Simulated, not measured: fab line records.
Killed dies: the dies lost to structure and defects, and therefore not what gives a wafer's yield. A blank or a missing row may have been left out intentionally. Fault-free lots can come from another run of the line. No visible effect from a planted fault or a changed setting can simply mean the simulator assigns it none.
Which of the tools did it? -- flow n5 finfet -- 36 wafers from 12 lots sampled at 4 of the route's 1938 steps

== WHAT THE GAUGES READ, wafer by wafer ==
N5_MOL_CONTACT_COAG_INSPECT_57: inspects for defects (brightfield).
lot,measured,on,raw defect count
L075,day 5 12:34,defect inspect-02,250 203 250
L077,day 6 00:40,defect inspect-01,146 132 102
L079,day 6 17:19,defect inspect-01,148 196 173
L080,day 6 20:25,defect inspect-01,224 249 223
L083,day 7 12:53,defect inspect-02,185 150 158
L085,day 7 20:22,defect inspect-01,202 240 264
L087,day 8 15:05,defect inspect-02,192 270 204
L089,day 8 23:48,defect inspect-02,121 199 141
L091,day 9 11:17,defect inspect-02,212 222 287
L093,day 9 23:14,defect inspect-02,159 141 180
L095,day 10 09:57,defect inspect-02,217 179 191
L097,day 10 18:40,defect inspect-01,342 369 219

== WHAT TOOL EACH LOT RAN ON (gives the tool, then ch and the chambers of the sampled wafers, and finally the start) ==
lot,N5_MOL_CONTACT_COAG_TI_SIL_19,N5_MOL_CONTACT_COAG_PRE_CLEAN_141,N5_MOL_CONTACT_COAG_SPUTTER_143
L075,"pvd sputter-03, day 5 04:49","pvd sputter-03, day 5 05:46","pvd sputter-03, day 5 05:49"
L077,"pvd sputter-02, day 5 16:46","pvd sputter-01, day 5 17:38","pvd sputter-01, day 5 17:42"
L079,"pvd sputter-03, day 6 08:03","pvd sputter-01, day 6 11:34","pvd sputter-01, day 6 11:38"
L080,"pvd sputter-01, day 6 12:03","pvd sputter-02, day 6 13:09","pvd sputter-02, day 6 13:13"
L083,"pvd sputter-01, day 7 05:20","pvd sputter-01, day 7 06:40","pvd sputter-01, day 7 06:43"
L085,"pvd sputter-02, day 7 12:05","pvd sputter-02, day 7 13:37","pvd sputter-02, day 7 13:41"
L087,"pvd sputter-01, day 8 04:47","pvd sputter-01, day 8 08:15","pvd sputter-01, day 8 08:19"
L089,"pvd sputter-01, day 8 11:28","pvd sputter-03, day 8 14:54","pvd sputter-03, day 8 14:58"
L091,"pvd sputter-03, day 9 02:28","pvd sputter-02, day 9 03:55","pvd sputter-02, day 9 03:59"
L093,"pvd sputter-03, day 9 11:49","pvd sputter-02, day 9 13:07","pvd sputter-02, day 9 13:11"
L095,"pvd sputter-03, day 9 23:35","pvd sputter-02, day 10 01:55","pvd sputter-02, day 10 01:59"
L097,"pvd sputter-02, day 10 09:44","pvd sputter-02, day 10 11:31","pvd sputter-02, day 10 11:34"
- N5_MOL_CONTACT_COAG_TI_SIL_19: material Ti, target thk 4.2 nm, time 15 s.
- N5_MOL_CONTACT_COAG_PRE_CLEAN_141: time 60 s.
- N5_MOL_CONTACT_COAG_SPUTTER_143: material Co, target thk 2.5 nm.

== THE ANSWER, worked out from the rows above alone ==
Rule: what is usual is taken from the lots themselves. The widest of any qualifying gaps counts: lots, ordered by their means at a reading, are off when they make up no more than a third of the lots, leave a main group of 4 or more, and stand apart from it by 3 or more times the standard deviation of that group's means. If all means in a main group match to the digits the tables above print for the reading, that group is not used. A lot without any number at a reading at which 4 lots or more have one is off too. The other lots that the step has rows for count as sound.
No lot is off on any of the readings shown, so nothing can be concluded from this.

== WHAT THE SIMULATOR HAD INSERTED ==
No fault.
